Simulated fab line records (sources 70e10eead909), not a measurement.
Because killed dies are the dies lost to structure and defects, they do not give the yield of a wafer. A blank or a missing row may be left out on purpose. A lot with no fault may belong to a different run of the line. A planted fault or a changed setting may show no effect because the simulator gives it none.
Which tool is to blame? ; flow nand harc ; Sampling: 14 lots, 42 wafers, 4 of 1302 route steps

== WHAT THE GAUGES READ, wafer by wafer ==
NHARC_P_M0_CD_MEAS_09: the cd target is 90 nm. Usual: 89.9 nm for cd nm, sd 0.57.
lot;measured;on;cd nm (nm);flag
L250;day 6 07:29;cd sem-01;90.4 90.1 90.2;
L251;day 6 10:26;cd sem-01;90.0 89.7 90.4;
L252;day 6 21:55;cd sem-03;90.1 90.1 89.8;
L255;day 8 06:13;cd sem-03;91.2 90.6 90.5;
L260;day 10 12:28;cd sem-02;108.4 108.0 108.0;OFF
L261;day 10 20:46;cd sem-03;108.0 108.2 108.0;OFF
L265;day 12 06:55;cd sem-03;89.4 89.3 90.1;
L266;day 13 00:20;cd sem-01;89.7 89.6 89.1;
L268;day 13 14:06;cd sem-03;90.1 90.8 90.8;
L269;day 14 01:37;cd sem-03;90.1 89.8 90.0;
L270;day 14 15:34;cd sem-01;90.9 90.6 90.8;
L271;day 14 22:17;cd sem-02;89.5 90.0 90.1;
L272;day 15 03:17;cd sem-01;89.8 89.5 88.8;
L273;day 15 17:02;cd sem-02;89.9 89.4 90.2;

== WHAT TOOL EACH LOT RAN ON (gives the tool, then ch and the chambers of the sampled wafers, and finally the start) ==
lot;NHARC_P_CONTACT_DESCUM_17;NHARC_P_CONTACT_DEGAS_38;NHARC_P_M0_PEB_07
L250;rie diel-11 ch 1,2, day 6 03:38;pvd sputter-01, day 6 05:13;litho track-01 ch 0, day 6 07:24
L251;rie diel-01 ch 2,3, day 6 06:25;pvd sputter-03, day 6 08:02;litho track-04 ch 0, day 6 10:22
L252;rie diel-11 ch 1,2,3, day 6 17:54;pvd sputter-03, day 6 19:30;litho track-04 ch 0, day 6 21:50
L255;rie diel-08 ch 0,2,3, day 8 02:23;pvd sputter-01, day 8 03:59;litho track-01 ch 0, day 8 06:08
L260;rie diel-08 ch 0,3, day 10 08:28;pvd sputter-02, day 10 10:06;litho track-06 ch 0, day 10 12:23
L261;rie diel-08 ch 1,2, day 10 16:47;pvd sputter-03, day 10 18:23;litho track-06 ch 0, day 10 20:41
L265;rie diel-08 ch 2,3, day 12 02:55;pvd sputter-03, day 12 04:31;litho track-04 ch 0, day 12 06:50
L266;rie diel-11 ch 0,2, day 12 20:13;pvd sputter-01, day 12 21:52;litho track-01 ch 0, day 13 00:16
L268;rie diel-01 ch 0,1,3, day 13 10:05;pvd sputter-02, day 13 11:43;litho track-01 ch 0, day 13 14:01
L269;rie diel-08 ch 1,2, day 13 21:45;pvd sputter-02, day 13 23:20;litho track-06 ch 0, day 14 01:32
L270;rie diel-08 ch 0,1, day 14 11:21;pvd sputter-03, day 14 12:57;litho track-06 ch 0, day 14 15:29
L271;rie diel-11 ch 0,2,3, day 14 18:10;pvd sputter-02, day 14 19:54;litho track-06 ch 0, day 14 22:13
L272;rie diel-11 ch 0,1,3, day 14 23:18;pvd sputter-03, day 15 00:53;litho track-04 ch 0, day 15 03:12
L273;rie diel-11 ch 0,2,3, day 15 12:55;pvd sputter-02, day 15 14:38;litho track-04 ch 0, day 15 16:58
- NHARC_P_CONTACT_DESCUM_17: chemistry O2, time 3 s.
- NHARC_P_CONTACT_DEGAS_38: time 60 s.
- NHARC_P_M0_PEB_07: peb time 65 s.

== AS READ BY THE TOOLS THEMSELVES (means over the sampled wafers that have a number; for cases with no such wafer, the mark the record gives instead) ==
NHARC_P_CONTACT_DESCUM_17. Usual: drypump motor current A 5.8 A, standard deviation 0.46; mfc ar sccm 0.012 sccm, standard deviation 0.0082; oes product au 1.002 a.u., standard deviation 0.0077; rf vpp V 57.7 V, standard deviation 0.92; showerhead plenum p Torr 1.90 Torr, standard deviation 0.11; throttle valve pct 11.312 %, standard deviation 0.0088.
lot;tool;drypump motor current A (A);mfc ar sccm (sccm);oes product au (a.u.);rf vpp V (V);showerhead plenum p Torr (Torr);throttle valve pct (%);flag
L250;rie diel-11;5.6;0.018;1.001;56.6;1.89;11.313;
L251;rie diel-01;5.2;0.003;0.996;57.9;2.01;11.313;
L252;rie diel-11;5.5;0.019;0.998;57.9;1.97;11.311;
L255;rie diel-08;6.1;0.007;1.001;57.3;1.85;11.300;
L260;rie diel-08;6.0;0.003;1.005;57.5;1.92;11.310;
L261;rie diel-08;5.9;0.017;1.002;57.2;1.78;11.313;
L265;rie diel-08;6.5;0.010;1.002;58.4;1.79;11.314;
L266;rie diel-11;5.8;0.012;1.003;57.8;1.81;11.309;
L268;rie diel-01;5.7;0.014;1.000;57.9;1.95;11.318;
L269;rie diel-08;5.9;0.017;1.002;57.2;1.78;11.315;
L270;rie diel-08;5.7;0.006;1.006;56.5;1.91;11.304;
L271;rie diel-11;5.6;0.013;1.008;57.8;1.89;11.318;
L272;rie diel-11;5.5;0.013;0.993;58.5;1.97;11.314;
L273;rie diel-11;5.6;0.013;1.005;57.5;1.89;11.307;

NHARC_P_CONTACT_DEGAS_38. Usual: 495 W for heater power w, sd 46.
lot;tool;heater power w (W);flag
L250;pvd sputter-01;546;
L251;pvd sputter-03;468;
L252;pvd sputter-03;485;
L255;pvd sputter-01;524;
L260;pvd sputter-02;486;
L261;pvd sputter-03;467;
L265;pvd sputter-03;465;
L266;pvd sputter-01;473;
L268;pvd sputter-02;467;
L269;pvd sputter-02;477;
L270;pvd sputter-03;479;
L271;pvd sputter-02;523;
L272;pvd sputter-03;474;
L273;pvd sputter-02;460;

NHARC_P_M0_PEB_07. Usual: heater power total W 156.6 W, standard deviation 0.44; plate temp C 100.00 C, standard deviation 0.13; resist line temp C 23.00 C, standard deviation 0.11.
lot;tool;heater power total W (W);plate temp C (C);resist line temp C (C);flag
L250;litho track-01;157.1;100.13;22.88;
L251;litho track-04;156.7;99.90;22.90;
L252;litho track-04;156.9;99.83;22.87;
L255;litho track-01;156.4;99.95;23.05;
L260;litho track-06;168.6;105.73;22.95;OFF
L261;litho track-06;168.9;105.79;22.96;OFF
L265;litho track-04;156.8;100.06;23.06;
L266;litho track-01;156.8;99.85;23.06;
L268;litho track-01;156.2;100.08;22.94;
L269;litho track-06;156.4;99.91;23.02;
L270;litho track-06;156.8;100.07;23.08;
L271;litho track-06;157.0;99.88;22.90;
L272;litho track-04;156.7;99.87;22.95;
L273;litho track-04;156.4;100.20;22.90;

== THE ANSWER, worked out from the rows above alone ==
Rule: a lot counts as off when the mean over its wafers that have a number is more than 3 standard deviations away from the usual mean. A lot without any number at a reading at which 4 lots or more have one is off too. All remaining lots with rows at the step are treated as sound. Order of review: gauges by route order, followed by the tools' own readings, for which a lot's mean as printed above is used. The first step at which some lot is off is used, and at that step the reading that is off furthest; a lot without a number counts as furthest.
Off, at NHARC_P_M0_CD_MEAS_09 on cd nm: L260, L261.
If a tool, at a process step before that reading, ran all the lots that are off and no sound lot after the first of them, it fits. Not tried: the gauges at NHARC_P_M0_CD_MEAS_09; whatever is off there is also off at NHARC_P_M0_PEB_07, on other tools, and gauge error can't account for it. Not one of the candidates tried fits.

== WHAT WAS PUT IN BY THE SIMULATOR ==
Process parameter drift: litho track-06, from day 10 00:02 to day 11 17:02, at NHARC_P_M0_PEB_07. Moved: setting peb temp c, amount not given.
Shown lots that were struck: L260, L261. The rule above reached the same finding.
